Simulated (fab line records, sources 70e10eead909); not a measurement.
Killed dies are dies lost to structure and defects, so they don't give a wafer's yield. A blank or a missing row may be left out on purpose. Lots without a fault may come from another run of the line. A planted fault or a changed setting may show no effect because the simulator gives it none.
Which tool did it? | flow nand_harc | 12 lots, 36 wafers sampled, at 3 steps of a route of 1159

WHAT THE GAUGES READ, wafer by wafer
NHARC_P_CONTACT_INSPECT_27.
lot  | measured     | on                | raw_defect_count
L074 | day 6 00:28  | defect_inspect-02 | 142 174 157
L076 | day 6 12:20  | defect_inspect-02 | 283 308 386
L079 | day 6 18:59  | defect_inspect-02 | 426 422 266
L081 | day 7 14:40  | defect_inspect-01 | 217 351 159
L083 | day 8 03:55  | defect_inspect-01 | 296 323 529
L086 | day 9 02:16  | defect_inspect-02 | 189 183 231
L088 | day 9 03:20  | defect_inspect-02 | 246 173 265
L089 | day 9 11:17  | defect_inspect-01 | 472 200 215
L092 | day 10 08:48 | defect_inspect-01 | 345 499 386
L093 | day 10 10:47 | defect_inspect-02 | 347 172 362
L095 | day 11 01:37 | defect_inspect-02 | 320 258 190
L096 | day 11 05:32 | defect_inspect-02 | 316 327 288

WHICH TOOL RAN EACH LOT (tool, then ch and the chambers of the sampled wafers, then the start)
lot  | NHARC_P_CONTACT_CVD_23                   | NHARC_P_CONTACT_CMP_24
L074 | cvd_w-02 ch 0,1, day 6 00:03 or earlier  | cmp-02 ch 1,2,3, day 6 00:03
L076 | cvd_w-02 ch 0,1, day 6 12:00 or earlier  | cmp-03 ch 0,1,3, day 6 12:00
L079 | cvd_w-02 ch 0,1, day 6 18:35 or earlier  | cmp-01 ch 0,2,3, day 6 18:35
L081 | cvd_w-01 ch 0,1, day 7 14:17 or earlier  | cmp-02 ch 0,1,2, day 7 14:17
L083 | cvd_w-02 ch 0,1, day 8 03:31 or earlier  | cmp-01 ch 1,2,3, day 8 03:31
L086 | cvd_w-01 ch 0,1, day 9 01:55 or earlier  | cmp-03 ch 0,1,3, day 9 01:55
L088 | cvd_w-01 ch 0,1, day 9 02:56 or earlier  | cmp-03 ch 1,2, day 9 02:56
L089 | cvd_w-01 ch 0,1, day 9 10:53 or earlier  | cmp-03 ch 0,1,3, day 9 10:53
L092 | cvd_w-02 ch 0,1, day 10 08:24 or earlier | cmp-02 ch 0,2,3, day 10 08:24
L093 | cvd_w-01 ch 0,1, day 10 10:23 or earlier | cmp-03 ch 1,2, day 10 10:23
L095 | cvd_w-01 ch 0,1, day 11 01:13 or earlier | cmp-01 ch 0,2, day 11 01:13
L096 | cvd_w-02 ch 0,1, day 11 05:08 or earlier | cmp-03 ch 0,2,3, day 11 05:08
- NHARC_P_CONTACT_CVD_23: deposits W, target thk 200 nm, time 557 s.
- NHARC_P_CONTACT_CMP_24: polishes, t overpolish 30 s, target thk 200 nm.

THE ANSWER, worked out from the rows above alone
Rule: what is usual is taken from the lots themselves. Put in order of their means at a reading, lots are off if they are a third of the lots or fewer, leave a main group of 4 or more, and stand apart from it by a gap of 3 or more times the standard deviation of the main group's means; of several such gaps the widest counts. A main group whose means are all the same, to the digits that the tables above print for the reading, isn't used. A lot without any number at a reading at which 4 lots or more have one is off too. The other lots that the step has rows for count as sound.
No lot is off at any reading shown: from this, nothing can be told.

WHAT THE SIMULATOR HAD PUT IN
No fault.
